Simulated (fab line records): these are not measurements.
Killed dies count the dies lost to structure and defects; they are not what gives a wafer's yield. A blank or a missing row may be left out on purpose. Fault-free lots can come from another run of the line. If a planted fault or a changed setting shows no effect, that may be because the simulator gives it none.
fab line records | flow n5Finfet | part 2 of 2: steps 5 to 6 of 6
[record] lots = 22 wafers = 66 lastDay = 19
route steps=1938 shown BEOL_M8@1376 BEOL_M9@1405
lots that met no fault: from a run of the same line without faults
startH: the number of hours between the record's first day and the start of the first shown wafer of the lot | waitH: hours elapsed since this lot's preceding step | " as in the row above | L1.1+2: several wafers, shown together as one row | - no value, or no start was given | * or withheld: withheld | < > ~ a bound
route shown NAME@n: a module of which the file shows steps, and the number in the route of the first | usual: mean/standard deviation of fault-free wafers | same: alike in all rows | chamber/n: place in a boat | sites: each site's reading | _std_site: standard deviation of those values | _edge_site: mean of outer sites minus mean of inner sites | radiusMm: for every site, how far away it sits from the centre of the wafer | mask NAME#n: copy n | behind: the last tool/chamber to shape the wafer | hold: why the lot went on hold/how many hours it stayed there/how the hold came to an end | device: transistor that didn't switch, given as n, p or np | end of line: the route-end tests of the same wafers | for a step that has no rows: nothing shown but its recipe | killed: at the first sort, the dies lost to defects and structure; wafer yield is something else | map: a wafer's dies, x killed, . not, _ none there
set.NAME: the setting the step ran with; set.NAME@STEP: the setting that earlier step ran with | model.NAME: the simulator's own value behind a step, which no gauge read
the route's steps for a sample of lots (tables are steps, rows are wafers)
services: from which hour (startH, from the record's first day; less than 0 if before it) a tool's chamber was out of use, for how many hours, and why
[[steps]]
[step N5_BEOL_M9_DESCUM_16]
[recipe] chemistry = O2 timeS = 7.9 sourcePowerW = 50 biasPowerW = 20 pressureMtorr = 20 rfFrequencyHz = 2.712e+07 tempC = 40 resist = CAR-ArF o2FlowSccm = 225
[usual] drypumpMotorCurrentA = 5.5/0.5 oesProductAu = 0.81/0.092 rfVppV = 243.6/1.2 showerheadPlenumPTorr = 2.13/0.076 throttleValvePct = 20.4/0.34
// columns lot.wafer tool chamber startH waitH drypumpMotorCurrentA oesProductAu rfHoursCounterH rfVppV showerheadPlenumPTorr throttleValvePct
L074.2 rieDiel-04 3 226.63 0.0 5.0 0.87 41 245.1 2.09 19.7
L074.4 " 1 " " 6.2 0.68 244 241.5 1.99 20.8
L074.5 " 3 " " 5.0 0.86 - 243.2 2.09 19.7
L075.1 rieDiel-04 1 232.19 0.0 6.2 0.68 245 240.5 1.99 20.8
L075.3 " 3 " " 5.0 0.87 42 243.9 2.09 19.7
L075.5 " 2 " " 4.9 0.80 - 242.8 2.14 20.5
L076.1 rieDiel-05 1 235.21 0.0 5.5 0.69 227 243.1 2.05 20.4
L076.2 " 2 " " 5.8 0.88 35 242.6 2.02 20.0
L076.6 " 1 " " 5.5 0.69 - 243.8 2.05 20.4
L078.1 rieDiel-02 1 238.26 0.0 5.8 0.70 197 244.6 2.16 20.6
L078.2 " 3 " " 5.4 0.85 51 244.8 2.23 20.3
L078.6 " 0 " " 6.0 0.72 - 242.2 2.07 20.7
L077.2 rieDiel-04 0 242.09 0.0 5.3 0.90 27 243.1 2.25 20.2
L077.3 " 2 " " 4.9 0.80 104 243.5 2.14 20.5
L077.4 " 1 " " 6.2 0.68 248 241.7 1.99 20.8
L081.2 rieDiel-02 2 247.30 0.0 5.7 0.95 6 243.0 2.09 20.7
L081.3 " 3 " " 5.4 0.86 53 245.0 2.23 20.3
L081.5 " 2 " " 5.7 0.96 - 242.3 2.09 20.6
L080.1 rieDiel-04 1 253.13 0.0 6.2 0.68 250 240.9 1.99 20.8
L080.2 " 3 " " 5.0 0.86 48 244.6 2.09 19.7
L080.6 " 3 " " 5.0 0.87 - 244.0 2.09 19.7
L079.3 rieDiel-04 2 256.80 0.3 4.9 0.79 108 242.1 2.14 20.5
L079.4 " 0 " " 5.3 0.89 - 244.9 2.25 20.2
L079.6 " 3 " " 5.0 0.86 - 243.5 2.09 19.7
L083.1 rieDiel-04 2 257.09 0.4 4.9 0.78 108 241.4 2.14 20.5
L083.2 " 3 " " 5.0 0.86 50 242.9 2.09 19.8
L083.3 " 0 " " 5.2 0.87 31 244.2 2.25 20.2
L082.2 rieDiel-04 0 259.93 0.0 5.2 0.88 32 243.9 2.25 20.2
L082.5 " 0 " " 5.3 0.88 - 245.2 2.25 20.2
L082.6 " 2 " " 4.9 0.79 - 243.8 2.13 20.5
L084.1 rieDiel-05 1 274.57 0.0 5.5 0.68 240 241.7 2.04 20.4
L084.3 " 2 " " 5.8 0.86 47 241.4 2.02 20.0
L084.6 " 1 " " 5.5 0.67 - 242.5 2.04 20.4
L085.1 rieDiel-02 2 280.76 0.0 5.7 0.94 11 241.0 2.08 20.7
L085.2 " 3 " " 5.4 0.84 65 244.8 2.22 20.3
L085.6 " 3 " " 5.4 0.84 - 245.0 2.22 20.3
L086.4 rieDiel-04 3 289.80 0.0 5.0 0.84 63 244.0 2.09 19.7
L086.5 " 2 " " 4.9 0.78 - 243.7 2.13 20.5
L086.6 " 1 " " 6.2 0.99 - 244.2 2.26 20.6
L088.2 rieDiel-05 2 295.93 0.3 5.8 0.87 54 242.9 2.02 20.0
L088.3 " 3 " " 5.3 0.92 14 242.3 2.07 20.6
L088.6 " 1 " " 5.5 0.67 - 242.5 2.04 20.4
L092.1 rieDiel-05 2 310.79 0.2 5.8 0.85 59 242.1 2.02 20.0
L092.4 " 2 " " 5.8 0.84 - 241.9 2.02 20.0
L092.5 " 3 " " 5.3 0.91 - 241.6 2.07 20.6
L087.1 rieDiel-05 3 311.04 0.2 5.3 0.91 19 242.5 2.07 20.6
L087.3 " 2 " " 5.8 0.85 59 243.4 2.02 20.0
L087.5 " 3 " " 5.3 0.92 - 242.9 2.07 20.6
L091.1 rieDiel-04 3 319.94 0.0 5.0 0.83 72 243.8 2.08 19.8
L091.3 " 1 " " 6.2 0.95 17 244.1 2.25 20.6
L091.4 " 2 " " 4.9 0.76 131 244.5 2.13 20.6
L090.1 rieDiel-02 1 320.10 0.0 5.8 0.68 222 243.4 2.15 20.7
L090.4 " 2 " " 5.6 0.90 22 241.9 2.08 20.7
L090.6 " 0 " " 6.0 0.70 - 242.8 2.07 20.7
L094.2 rieDiel-04 1 320.46 0.2 6.2 0.95 17 245.2 2.25 20.6
L094.5 " 3 " " 5.0 0.83 - 243.7 2.08 19.8
L094.6 " 2 " " 4.9 0.77 - 244.9 2.13 20.5
L095.1 rieDiel-05 0 355.32 0.1 6.5 0.66 247 244.3 2.14 20.8
L095.3 " 2 " " 5.7 0.82 74 243.1 2.01 20.1
L095.4 " 1 " " 5.5 0.97 7 243.1 2.04 20.2
L097.1 rieDiel-04 2 361.86 0.2 4.9 0.76 144 242.7 2.12 20.6
L097.2 " 0 " " 5.3 0.85 63 245.3 2.24 20.3
L097.5 " 2 " " 4.9 0.76 - 243.5 2.12 20.6
L096.4 rieDiel-02 1 380.53 0.0 5.8 0.67 239 244.0 2.14 20.7
L096.5 " 3 " " 5.4 0.81 - 245.0 2.21 20.4
L096.6 " 0 " " 6.1 0.68 - 242.9 2.06 20.7
[step N5_BEOL_M9_ETCH_61]
[recipe] chemistry = CF4 target = SiARC targetDepthA = 390 maskMaterial = CAR-ArF timeS = 65 ionEnergyEv = 80 pressureMtorr = 40 sourceW = 545 biasW = 36 Ar_flow_sccm = 100 cf4FlowSccm = 100 ends = cleared
[usual] drypumpMotorCurrentA = 5.5/0.5 etchRfOnTimeS = 65.7/2 oesProductAu = 0.70/0.08 rfVppV = 184.5/0.92 showerheadPlenumPTorr = 2.17/0.068 throttleValvePct = 15.5/0.3
// columns lot.wafer tool chamber startH waitH drypumpMotorCurrentA etchRfOnTimeS oesProductAu rfHoursCounterH rfVppV showerheadPlenumPTorr throttleValvePct
L074.2 rieDiel-04 3 226.66 0.0 5.0 67.6 0.74 41 183.9 2.18 15.1
L074.4 " 1 " " 6.2 64.0 0.58 244 182.4 2.05 16.0
L074.5 " 3 " " 5.0 67.4 0.73 - 184.3 2.18 15.1
L075.1 rieDiel-04 1 232.23 0.0 6.2 63.7 0.58 245 183.0 2.05 16.0
L075.3 " 3 " " 5.0 66.1 0.73 42 184.9 2.18 15.1
L075.5 " 2 " " 4.9 62.7 0.70 - 183.5 2.15 15.5
L076.1 rieDiel-05 1 235.25 0.0 5.5 68.2 0.58 227 183.2 2.10 15.7
L076.2 " 2 " " 5.8 64.8 0.77 35 183.9 2.08 15.2
L076.6 " 1 " " 5.5 69.2 0.56 - 184.2 2.10 15.7
L078.1 rieDiel-02 1 238.30 0.0 5.8 66.5 0.61 197 185.2 2.21 15.9
L078.2 " 3 " " 5.4 65.2 0.73 51 185.1 2.26 15.4
L078.6 " 0 " " 6.1 67.0 0.61 - 184.2 2.13 15.8
L077.2 rieDiel-04 0 242.13 0.0 5.3 66.4 0.76 27 185.7 2.26 15.1
L077.3 " 2 " " 4.9 63.6 0.69 104 184.1 2.15 15.6
L077.4 " 1 " " 6.2 63.4 0.58 248 183.6 2.05 16.0
L081.2 rieDiel-02 2 247.34 0.0 5.6 62.9 0.83 6 183.6 2.12 15.6
L081.3 " 3 " " 5.4 65.4 0.73 53 184.8 2.26 15.4
L081.5 " 2 " " 5.6 63.0 0.83 - 185.2 2.12 15.6
L080.1 rieDiel-04 1 253.17 0.0 6.2 63.9 0.57 250 182.3 2.05 16.0
L080.2 " 3 " " 5.0 66.8 0.73 48 184.0 2.17 15.1
L080.6 " 3 " " 5.0 66.8 0.73 - 184.7 2.17 15.1
L079.3 rieDiel-04 2 256.83 0.0 4.9 63.3 0.68 108 183.7 2.15 15.6
L079.4 " 0 " " 5.3 66.8 0.75 - 186.0 2.26 15.1
L079.6 " 3 " " 5.0 66.1 0.72 - 184.8 2.17 15.1
L083.1 rieDiel-04 2 257.12 0.0 4.9 63.9 0.68 108 185.2 2.15 15.5
L083.2 " 3 " " 5.0 67.3 0.72 50 185.4 2.17 15.1
L083.3 " 0 " " 5.3 67.3 0.75 31 185.9 2.26 15.1
L082.2 rieDiel-04 0 259.96 0.0 5.3 66.8 0.75 32 184.1 2.26 15.1
L082.5 " 0 " " 5.3 66.7 0.76 - 187.3 2.26 15.1
L082.6 " 2 " " 4.9 63.4 0.67 - 183.2 2.15 15.5
L084.1 rieDiel-05 1 274.60 0.0 5.5 69.4 0.56 240 184.8 2.09 15.7
L084.3 " 2 " " 5.7 64.3 0.75 47 185.1 2.08 15.2
L084.6 " 1 " " 5.6 69.6 0.56 - 183.2 2.09 15.7
L085.1 rieDiel-02 2 280.80 0.0 5.6 62.8 0.81 11 183.3 2.12 15.6
L085.2 " 3 " " 5.4 66.2 0.71 65 185.5 2.25 15.4
L085.6 " 3 " " 5.4 66.1 0.71 - 185.1 2.25 15.4
L086.4 rieDiel-04 3 289.83 0.0 5.0 66.8 0.70 63 185.9 2.17 15.2
L086.5 " 2 " " 4.9 62.9 0.67 - 183.9 2.15 15.6
L086.6 " 1 " " 6.2 64.5 0.85 - 185.6 2.31 15.6
L088.2 rieDiel-05 2 295.97 0.0 5.8 64.0 0.74 54 183.3 2.08 15.3
L088.3 " 3 " " 5.2 63.6 0.79 14 183.9 2.10 15.5
L088.6 " 1 " " 5.5 69.7 0.56 - 184.4 2.09 15.7
L092.1 rieDiel-05 2 310.82 0.0 5.8 63.3 0.75 59 183.4 2.07 15.3
L092.4 " 2 " " 5.8 63.3 0.75 - 184.2 2.07 15.3
L092.5 " 3 " " 5.3 63.4 0.78 - 184.2 2.09 15.5
L087.1 rieDiel-05 3 311.07 0.0 5.3 64.4 0.78 19 184.7 2.09 15.6
L087.3 " 2 " " 5.8 64.7 0.74 59 185.4 2.07 15.3
L087.5 " 3 " " 5.3 64.4 0.79 - 183.2 2.09 15.6
L091.1 rieDiel-04 3 319.98 0.0 5.0 66.6 0.70 72 184.0 2.16 15.2
L091.3 " 1 " " 6.2 64.3 0.81 17 184.8 2.30 15.6
L091.4 " 2 " " 4.9 63.7 0.66 131 183.5 2.14 15.6
L090.1 rieDiel-02 1 320.14 0.0 5.8 68.1 0.58 222 185.0 2.20 15.9
L090.4 " 2 " " 5.7 64.7 0.77 22 184.8 2.11 15.6
L090.6 " 0 " " 6.0 69.7 0.58 - 183.3 2.12 15.9
L094.2 rieDiel-04 1 320.49 0.0 6.2 64.8 0.81 17 186.3 2.30 15.6
L094.5 " 3 " " 5.0 67.2 0.69 - 184.8 2.16 15.2
L094.6 " 2 " " 4.9 63.2 0.66 - 184.3 2.14 15.6
L095.1 rieDiel-05 0 355.36 0.0 6.5 67.2 0.58 247 183.9 2.19 16.0
L095.3 " 2 " " 5.7 65.0 0.72 74 185.4 2.07 15.3
L095.4 " 1 " " 5.6 66.0 0.81 7 183.6 2.09 15.3
L097.1 rieDiel-04 2 361.90 0.0 4.9 63.0 0.66 144 184.4 2.14 15.6
L097.2 " 0 " " 5.3 65.4 0.72 63 184.7 2.25 15.1
L097.5 " 2 " " 4.9 63.2 0.65 - 184.6 2.14 15.6
L096.4 rieDiel-02 1 380.57 0.0 5.9 67.3 0.58 239 183.5 2.20 16.0
L096.5 " 3 " " 5.4 66.4 0.69 - 185.2 2.24 15.5
L096.6 " 0 " " 6.1 70.2 0.57 - 184.8 2.12 15.9
[[services]]
// columns tool chamber startH hours kind
rieDiel-03 - 222.26 2.8 pm
pecvd-03 - 225.44 0.3 repair
rieDiel-05 - 229.87 0.2 repair
rieDiel-04 1 253.38 - clean
rieDiel-04 1 253.38 - consumableReplace:focusRing
rieDiel-04 1 253.38 - consumableReplace:showerhead
rieDiel-04 1 253.38 17.5 scheduledDown
rieDiel-04 1 253.38 17.5 ventCycle
pecvd-02 - 256.38 0.4 repair
pecvd-01 - 262.33 14.6 pm
rieDiel-02 2 266.68 5.1 repair
rieDiel-06 3 307.81 6.7 repair
pecvd-02 2 316.73 9.6 repair
rieDiel-05 - 319.34 2.8 pm
rieDiel-04 0 324.21 1.2 repair
rieDiel-01 3 330.01 15.9 repair
rieDiel-02 - 330.92 3.4 repair
pecvd-03 1 334.05 5.2 repair
rieDiel-01 0 343.02 22.2 repair
pecvd-02 2 347.48 3.2 repair
pvdSputter-01 - 354.49 2.5 repair
rieDiel-06 2 359.48 33.0 repair
pecvd-03 - 369.76 1.0 repair
pecvd-03 - 370.96 1.7 repair
